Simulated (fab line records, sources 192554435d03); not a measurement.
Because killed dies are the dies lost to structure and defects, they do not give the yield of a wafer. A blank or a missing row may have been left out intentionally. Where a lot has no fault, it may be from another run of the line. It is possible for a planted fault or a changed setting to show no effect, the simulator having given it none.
Comparing a struck lot with a sound one    flow n5 finfet    39 steps out of a route of 1938
Sound: the wafers L415.2, L415.5, L415.6. Struck: wafer L408.4 (left out: L408.3, L408.5 of the same lot, which were not struck); the cause appears at the end.
At each step with rows: each side's tool, then ch and its chambers, then its first start. Under that, the readings that differ: sound wafers    struck wafers    difference of the means    sigmas: that difference in standard deviations of wafers without a fault.
alike: words and numbers the same on both sides, and readings whose means are apart by under 2 such deviations; not compared: readings that were withheld, readings missing a value for some wafer, numbers with overlapping values and no deviation given by the record, and bounds like >300 which may hide the same value.
The two part at a step that has a row with sigmas, a row that says differs or no value, or rows on one side only. When numbers do not overlap yet have no deviation, they are printed without sigmas and do not part them. A reading that every wafer of one side lacks parts them only if that side has two wafers or more.

first, 10 steps without rows for these wafers: N5_BEOL_M1_STRIP_36 (strips in N2/H2); N5_BEOL_M1_TRENCH_ETCH_37 (etches SiOC in C4F6/O2, target depth 55.207 nm, time 29 s); N5_BEOL_M1_ETCH_41 (etches SiCN in CH3F/O2, target depth 31.9 nm, time 57.8 s); N5_BEOL_M1_STRIP_97 (strips in N2/H2, time 10 s); N5_BEOL_M1_HM_STRIP_39 (strips TiN in peroxide tin strip, target depth 25 nm, time 158 s); N5_BEOL_M1_SRD_40 (time 30 s); N5_BEOL_M1_PRECLEAN_42 (cleans in residue remover, time 60 s); N5_BEOL_M1_SRD_43 (time 30 s); N5_BEOL_M1_DEGAS_44 (time 60 s); N5_BEOL_M1_PRE_CLEAN_45 (time 30 s).
N5_BEOL_M1_ALD_84: deposits TaN, pulse time 2 s, purge time 3 s, co reactant purge time 2 s.
  sound on ald metal-01 ch 0,1,3, day 11 06:20; struck on ald metal-03 ch 0, day 9 23:14
reading     sound     struck  difference  sigmas
ald cycles  30 30 30  17      -13         
  alike: heater power w, precursor vessel carrier sccm, precursor vessel temp c
  not compared: model.TaN_of_BEOL_M1_ALD_84.thk nm
then, 26 steps without rows for these wafers: N5_BEOL_M1_SURFACE_TREAT_85; N5_BEOL_M1_CVD_47 (deposits Co from CCTBA/H2, target thk 3 nm, time 223.8 s); N5_BEOL_M1_SPUTTER_48 (material Cu, target thk 4.5 nm, time 8.29 s); N5_BEOL_M1_ANNEAL_49 (time 240 s); N5_BEOL_M1_SPUTTER_79 (material Cu, target thk 4.5 nm, time 8.29 s); N5_BEOL_M1_ANNEAL_80 (time 240 s); N5_BEOL_M1_SPUTTER_81 (material Cu, target thk 4.5 nm, time 8.29 s); N5_BEOL_M1_ANNEAL_82 (time 240 s); N5_BEOL_M1_SPUTTER_86 (material Cu, target thk 4.5 nm, time 8.29 s); N5_BEOL_M1_ANNEAL_87 (time 240 s); N5_BEOL_M1_SPUTTER_88 (material Cu, target thk 4.5 nm, time 8.29 s); N5_BEOL_M1_ANNEAL_89 (time 240 s); N5_BEOL_M1_SPUTTER_90 (material Cu, target thk 4.5 nm, time 8.29 s); N5_BEOL_M1_ANNEAL_91 (time 240 s); N5_BEOL_M1_SPUTTER_92 (material Cu, target thk 4.5 nm, time 8.29 s); N5_BEOL_M1_ANNEAL_93 (time 240 s); N5_BEOL_M1_SPUTTER_94 (material Cu, target thk 4.5 nm, time 8.29 s); N5_BEOL_M1_ANNEAL_95 (time 240 s); N5_BEOL_M1_SPUTTER_96 (material Cu, target thk 4.5 nm, time 8.29 s); N5_BEOL_M1_ECD_50 (material Cu, target thk 300 nm); N5_BEOL_M1_ANNEAL_51 (time 90 s); N5_BEOL_M1_CMP_52 (polishes, stops on SiOC, t overpolish 6.8 s, target thk 40 nm); N5_BEOL_M1_PRE_CLEAN_60 (time 15 s); N5_BEOL_M1_CO_CAP_55 (material Co, precursor CCTBA/H2, target thk 2 nm, time 102.1 s); N5_BEOL_M1_PRE_CLEAN_56 (time 15 s); N5_BEOL_M1_DEP_57 (deposits SiCN from 3MS/NH3, target thk 8 nm, time 14 s).
N5_BEOL_M4_RC_MEAS_101:
  sound on prober-02 ch 0, day 13 08:47; struck on prober-01 ch 0, day 11 19:58
reading                       sound                    struck    difference  sigmas
CHAIN_V0 (ohm/link)           242 243 248              165       -79         -10
CHAIN_V0_max_site (ohm/link)  256 253 256              169       -86         -10
COMB_M1 (S/m)                 5.4e-11 6.2e-11 5e-11    4.21e-10  +3.66e-10   +28
COMB_M1_max_site (S/m)        8.6e-11 7.5e-11 6.7e-11  5.93e-10  +5.17e-10   +26
IOFF_P (nA/um)                0.281 0.249 0.234        0.193     -0.062      -2
SERP_M1 (ohm/um)              207 195 202              145       -56         -4
SERP_M1_max_site (ohm/um)     227 205 217              151       -65         -4
VT_P (mV)                     -244 -245 -246           -252      -7          -2
  alike: DIBL_N, DIBL_P, IOFF_N, ION_N, ION_P, SS_N, SS_P, VT_N
-- record jumps: 4 days separate the struck wafers' starts on either side; left off in module BEOL_M4, taken up again in module PASSIVATION, whose first shown step is the route's number 1936 --
N5_PASSIVATION_PROBE_49:
  sound on prober-01, day 17 12:49; struck on prober-01, day 15 23:48
reading                   sound           struck  difference  sigmas
defect limited yield (%)  89.4 90.8 90.1  72.4    -17.7       -13
killed_at_M0_to_M3        41 37 42        266     +226        +23
killed dies               125 109 117     326     +209        +13
killed on rim             15 17 16        51      +35         +9
sort_bin_4_leakage (%)    0 0 0           18.39   +18.39      
sort n pass               1055 1071 1063  854     -209        -13
sort yield pct (%)        89.4 90.8 90.1  72.4    -17.7       -13
  alike: killed_at_M4_up, killed at contacts, killed at front end, killed at other, killed open, killed short, sort_bin_5_function, sort_bin_6_memory

## WHERE THEY PART
First at N5_BEOL_M4_RC_MEAS_101; last, within this record, at N5_PASSIVATION_PROBE_49.

WHY: the cause the simulator had injected
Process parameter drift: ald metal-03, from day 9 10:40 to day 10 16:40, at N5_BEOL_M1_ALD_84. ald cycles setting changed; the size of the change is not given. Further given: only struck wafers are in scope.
